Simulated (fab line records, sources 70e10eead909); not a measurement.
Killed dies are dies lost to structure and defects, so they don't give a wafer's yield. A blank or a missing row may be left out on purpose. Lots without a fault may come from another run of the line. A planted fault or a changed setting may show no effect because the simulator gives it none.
fab line records | flow nand_harc
record lots=13 wafers=39 last_day=25
route steps=1159 shown P_ZERO_WELL@26 P_STI@84 END@1159
lots that met no fault: from a run of the same line without faults
start_h: hours from the record's first day to the start of the lot's first wafer shown | wait_h: hours since the lot's step before | " the same as in the row above | L1.1+2: a row that stands for several wafers | - no value, or no start given | * or withheld: withheld | < > ~ a bound
route shown NAME@n: a module of which the file shows steps, and the number in the route of the first | usual: mean/standard deviation of fault-free wafers | same: alike in all rows | chamber/n: place in a boat | sites: the reading at each site | _std_site: their standard deviation | _edge_site: outer sites' mean less inner sites' | radius_mm: how far each site lies from the wafer's centre | mask NAME#n: copy n | behind: the tool/chamber that last shaped the wafer | hold: why the lot was held/for how many hours/how that ended | device: the transistor (n, p or np) that didn't switch | end of line: the same wafers' tests at the end of the route | a step without rows: its recipe alone | killed: dies lost to structure and defects at the first sort, not the wafer's yield | map: a wafer's dies, x killed, . not, _ none there
set.NAME: the setting as run; set.NAME@STEP: as run at that earlier step | model.NAME: the simulator's own value behind a step, which no gauge read
steps of the route over a sample of lots; a table a step, a row a wafer
services: from which hour (start_h, from the record's first day; less than 0 if before it) a tool's chamber was out of use, for how many hours, and why
## steps
# step NHARC_P_ZERO_WELL_EXPOSE_21
# recipe na=0.6 target_cd_nm=720 dose_mj=22.31 mask_id=P_NWELL
# columns lot.wafer tool chamber start_h wait_h mask
L681.1+4+5 krf_scanner-04 0 14.30 - P_NWELL#0
L682.2+4+6 krf_scanner-02 0 20.99 - P_NWELL#0
L684.3+4+6 krf_scanner-02 0 32.47 - P_HVPW#0
L690.2+4+5 krf_scanner-04 0 68.31 - P_NWELL#0
L691.1+4+6 krf_scanner-04 0 74.21 - P_NWELL#0
L693.1+2+4 krf_scanner-04 0 86.54 - P_NWELL#0
L694.1+4+5 krf_scanner-02 0 92.31 - P_NWELL#0
L696.1+4+5 krf_scanner-02 0 104.41 - P_NWELL#0
L698.2+4+6 krf_scanner-01 0 116.45 - P_NWELL#0
L701.4+5+6 krf_scanner-02 0 134.31 - P_NWELL#0
L702.2+5+6 krf_scanner-01 0 140.51 - P_NWELL#0
L703.3+4+5 krf_scanner-02 0 146.46 - P_NWELL#0
L704.3+4+6 krf_scanner-02 0 152.24 - P_NWELL#0
# step NHARC_P_ZERO_WELL_CD_MEAS_24
# recipe target_cd_nm=720 landing_energy_ev=500
# usual cd_nm=720.4/1.2
# columns lot.wafer tool chamber start_h wait_h cd_nm
L681.1 cd_sem-03 0 14.46 - 719.5
L681.4 " 0 " " 719.9
L681.5 " 0 " " 720.7
L682.2 cd_sem-03 0 21.15 - 721.9
L682.4 " 0 " " 721.2
L682.6 " 0 " " 722.6
L684.3 cd_sem-02 0 32.63 - -
L684.4 " 0 " " -
L684.6 " 0 " " -
L690.2 cd_sem-01 0 68.47 - 720.0
L690.4 " 0 " " 718.5
L690.5 " 0 " " 719.2
L691.1 cd_sem-03 0 74.37 - 720.6
L691.4 " 0 " " 720.4
L691.6 " 0 " " 719.1
L693.1 cd_sem-01 0 86.70 - 718.9
L693.2 " 0 " " 719.5
L693.4 " 0 " " 720.6
L694.1 cd_sem-03 0 92.46 - 718.6
L694.4 " 0 " " 718.7
L694.5 " 0 " " 720.3
L696.1 cd_sem-03 0 104.57 - 719.2
L696.4 " 0 " " 718.3
L696.5 " 0 " " 719.2
L698.2 cd_sem-01 0 116.60 - 720.2
L698.4 " 0 " " 719.9
L698.6 " 0 " " 720.1
L701.4 cd_sem-02 0 134.46 - 718.8
L701.5 " 0 " " 720.3
L701.6 " 0 " " 719.8
L702.2 cd_sem-02 0 140.66 - 722.7
L702.5 " 0 " " 721.0
L702.6 " 0 " " 720.3
L703.3 cd_sem-03 0 146.61 - 721.1
L703.4 " 0 " " 719.2
L703.5 " 0 " " 722.4
L704.3 cd_sem-03 0 152.39 - 720.1
L704.4 " 0 " " 718.6
L704.6 " 0 " " 721.2
# step NHARC_P_ZERO_WELL_RTA_42
# recipe temp_c=1100 time_s=300
# usual lamp_power_pct=34.7/2.1 wafer_temp_C_max=1104.3/2.1
# columns lot.wafer tool chamber start_h wait_h lamp_power_pct wafer_temp_C_max
L681.1 rtp_anneal-02 0 18.77 - 33.1 1103.5
L681.4 " 0 " " 33.1 1103.1
L681.5 " 0 " " 33.2 1103.1
L682.2 rtp_anneal-01 0 25.70 - 37.4 1106.7
L682.4 " 0 " " 37.4 1109.1
L682.6 " 0 " " 37.4 1106.3
L684.3 rtp_anneal-02 0 37.13 - 33.0 1102.9
L684.4 " 0 " " 33.0 1103.3
L684.6 " 0 " " 33.0 1101.9
L690.2 rtp_anneal-02 0 72.87 - 33.1 1103.4
L690.4 " 0 " " 33.1 1103.1
L690.5 " 0 " " 33.2 1102.9
L691.1 rtp_anneal-02 0 78.69 - 33.1 1102.8
L691.4 " 0 " " 33.2 1102.6
L691.6 " 0 " " 33.2 1104.4
L693.1 rtp_anneal-02 0 90.86 - 33.1 1102.7
L693.2 " 0 " " 33.2 1102.5
L693.4 " 0 " " 33.2 1102.1
L694.1 rtp_anneal-01 0 96.86 - 37.3 1106.8
L694.4 " 0 " " 37.5 1107.7
L694.5 " 0 " " 37.4 1105.1
L696.1 rtp_anneal-01 0 108.84 - 37.3 1109.2
L696.4 " 0 " " 37.3 1105.9
L696.5 " 0 " " 37.3 1106.8
L698.2 rtp_anneal-02 0 121.02 - 33.2 1103.3
L698.4 " 0 " " 33.1 1104.0
L698.6 " 0 " " 33.2 1102.6
L701.4 rtp_anneal-01 0 139.25 - 37.4 1103.8
L701.5 " 0 " " 37.5 1106.8
L701.6 " 0 " " 37.5 1107.2
L702.2 rtp_anneal-02 0 145.21 - 33.2 1102.7
L702.5 " 0 " " 33.2 1102.3
L702.6 " 0 " " 33.1 1101.6
L703.3 rtp_anneal-02 0 151.13 - 33.2 1102.3
L703.4 " 0 " " 33.2 1101.3
L703.5 " 0 " " 33.1 1102.1
L704.3 rtp_anneal-02 0 157.03 - 33.1 1103.4
L704.4 " 0 " " 33.2 1102.4
L704.6 " 0 " " 33.2 1103.0
# step NHARC_P_ZERO_WELL_INSPECT_43
# usual raw_defect_count=13/6.5
# columns lot.wafer tool chamber start_h wait_h raw_defect_count
L681.1 defect_inspect-02 - 19.44 0.6 16
L681.4 " - " " 11
L681.5 " - " " 8
L682.2 defect_inspect-01 - 26.26 0.5 11
L682.4 " - " " 10
L682.6 " - " " 13
L684.3 defect_inspect-01 - 37.58 0.3 15
L684.4 " - " " 18
L684.6 " - " " 17
L690.2 defect_inspect-01 - 73.44 0.5 11
L690.4 " - " " 12
L690.5 " - " " 10
L691.1 defect_inspect-01 - 79.39 0.6 12
L691.4 " - " " 21
L691.6 " - " " 13
L693.1 defect_inspect-02 - 91.54 0.6 7
L693.2 " - " " 15
L693.4 " - " " 14
L694.1 defect_inspect-01 - 97.53 0.6 17
L694.4 " - " " 14
L694.5 " - " " 9
L696.1 defect_inspect-02 - 109.51 0.6 22
L696.4 " - " " 20
L696.5 " - " " 43
L698.2 defect_inspect-02 - 121.59 0.5 13
L698.4 " - " " 10
L698.6 " - " " 7
L701.4 defect_inspect-02 - 139.64 0.3 16
L701.5 " - " " 4
L701.6 " - " " 15
L702.2 defect_inspect-01 - 145.79 0.5 2
L702.5 " - " " 11
L702.6 " - " " 11
L703.3 defect_inspect-02 - 151.60 0.4 8
L703.4 " - " " 14
L703.5 " - " " 3
L704.3 defect_inspect-01 - 157.50 0.4 16
L704.4 " - " " 17
L704.6 " - " " 15
# step NHARC_P_STI_OVL_MEAS_10
# usual overlay_x_nm=0/6 overlay_y_nm=1/5.8
# columns lot.wafer tool chamber start_h wait_h overlay_x_nm overlay_y_nm
L681.1 overlay-02 - 37.18 - 3 -1
L681.4 " - " " 3 -1
L681.5 " - " " 4 -2
L682.2 overlay-02 - 49.82 - 10 3
L682.4 " - " " 9 4
L682.6 " - " " 9 4
L690.2 overlay-02 - 91.79 - -7 2
L690.4 " - " " -7 1
L690.5 " - " " -8 2
L691.1 overlay-01 - 91.96 - 1 -2
L691.4 " - " " 1 -2
L691.6 " - " " 1 -2
L693.1 overlay-01 - 107.10 - -1 6
L693.2 " - " " -2 5
L693.4 " - " " -1 5
L694.1 overlay-02 - 113.04 - -7 -2
L694.4 " - " " -7 -1
L694.5 " - " " -7 -2
L696.1 overlay-01 - 123.27 - -5 -2
L696.4 " - " " -5 -2
L696.5 " - " " -5 -2
L698.2 overlay-02 - 139.67 - 2 -10
L698.4 " - " " 2 -11
L698.6 " - " " 2 -11
L701.4 overlay-01 - 152.08 - 13 -1
L701.5 " - " " 12 -1
L701.6 " - " " 13 -1
L702.2 overlay-01 - 161.60 - -7 1
L702.5 " - " " -7 1
L702.6 " - " " -7 1
L704.3 overlay-01 - 169.27 - 2 4
L704.4 " - " " 3 4
L704.6 " - " " 2 4
L703.3 overlay-01 - 169.44 - 0 -7
L703.4 " - " " 0 -7
L703.5 " - " " 0 -6
# step NHARC_END_SORT_01
# recipe temp_c=25
# usual killed_at_array=27/11 killed_at_other=0.7/0.93 killed_at_periphery=2.9/1.9 killed_dies=30/11 killed_open=3.1/1.7 killed_short=1.9/1.3
# same gross_dies=677
# columns lot.wafer tool chamber start_h wait_h killed_at_array killed_at_other killed_at_periphery killed_dies killed_open killed_short
L684.3 prober-01 0 438.12 3.1 21 1 655 677 5 4
L684.4 prober-01 0 438.92 3.4 8 0 669 677 3 1
L684.6 prober-01 0 440.54 4.0 19 0 658 677 1 0
# killed by level:class
L684.3 P_ZERO_WELL:area_expose=652 A_STAIRCASE:chamber_film_flake=7 A_CONTACT:geometric_particle:open=3 A_WL_FILL:chamber_film_flake=3 A_CONTACT:chamber_film_flake=3 A_WL_FILL:geometric_particle:short=2 A_CONTACT:geometric_particle:short=2 P_M0:geometric_particle:open=1
L684.4 P_ZERO_WELL:area_expose=667 A_CHANNEL_HOLE_D1:chamber_film_flake=3 P_CONTACT:geometric_particle:open=1 A_SGD_CUT:geometric_particle:open=1 A_CONTACT:geometric_particle:short=1 A_CONTACT:geometric_particle:open=1 P_ZERO_WELL:chamber_film_flake=1 A_STAIRCASE:chamber_film_flake=1
L684.6 P_ZERO_WELL:area_expose=657 A_CONTACT:chamber_film_flake=6 A_STAIRCASE:chamber_film_flake=4 A_WL_FILL:chamber_film_flake=4 A_CHANNEL_HOLE_D1:chamber_film_flake=3 A_CHANNEL_FILL_D1:geometric_particle:open=1 P_STI:chamber_film_flake=1 A_SLIT:chamber_film_flake=1
## services
# columns tool chamber start_h hours kind
krf_scanner-02 - 16.74 - calibration
krf_scanner-02 0 19.26 - calibration
krf_scanner-02 - 38.00 4.0 pm
krf_scanner-04 0 67.68 - calibration
krf_scanner-01 - 70.32 0.6 repair
krf_scanner-01 - 84.00 4.0 pm
krf_scanner-02 - 94.89 2.5 repair
krf_scanner-01 0 98.08 - calibration
krf_scanner-02 - 105.24 1.7 repair
krf_scanner-04 - 126.00 4.0 pm
## key
first_sign step=NHARC_P_ZERO_WELL_EXPOSE_21 reading=mask direction=changed
effect step=NHARC_P_ZERO_WELL_CD_MEAS_24 reading=cd_nm direction=missing
effect step=NHARC_END_SORT_01 reading=killed_at_periphery direction=up sigmas=99+ usual=2.9 struck=660.7
more_kills_born_at NHARC_P_ZERO_WELL_EXPOSE_21@krf_scanner-02=1976
met_at NHARC_P_ZERO_WELL_EXPOSE_21
struck_lots L684
later_rows_left_out L684.3,L684.4,L684.6
tester_left_out L684
not_acting_at NHARC_P_ZERO_WELL_RTA_42,NHARC_P_ZERO_WELL_INSPECT_43,NHARC_P_STI_OVL_MEAS_10
onset_between 20.99 32.47
fault kind=wrong_mask tool=any chamber=- onset_h=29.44 steps=NHARC_P_ZERO_WELL_EXPOSE_21 aux_copy=P_HVPW#0 scope=struck_lots_only
# tester_left_out: of these lots the tester's yield and bins aren't shown, on N5 and GAA mostly nor the transistor test; their killed dies are dies lost to structure and defects alone, not to doping, threshold or leakage, so they don't give the yield
# later_rows_left_out: the simulator's readings of these wafers behind a module that went badly wrong aren't trusted and aren't shown, but for the sort
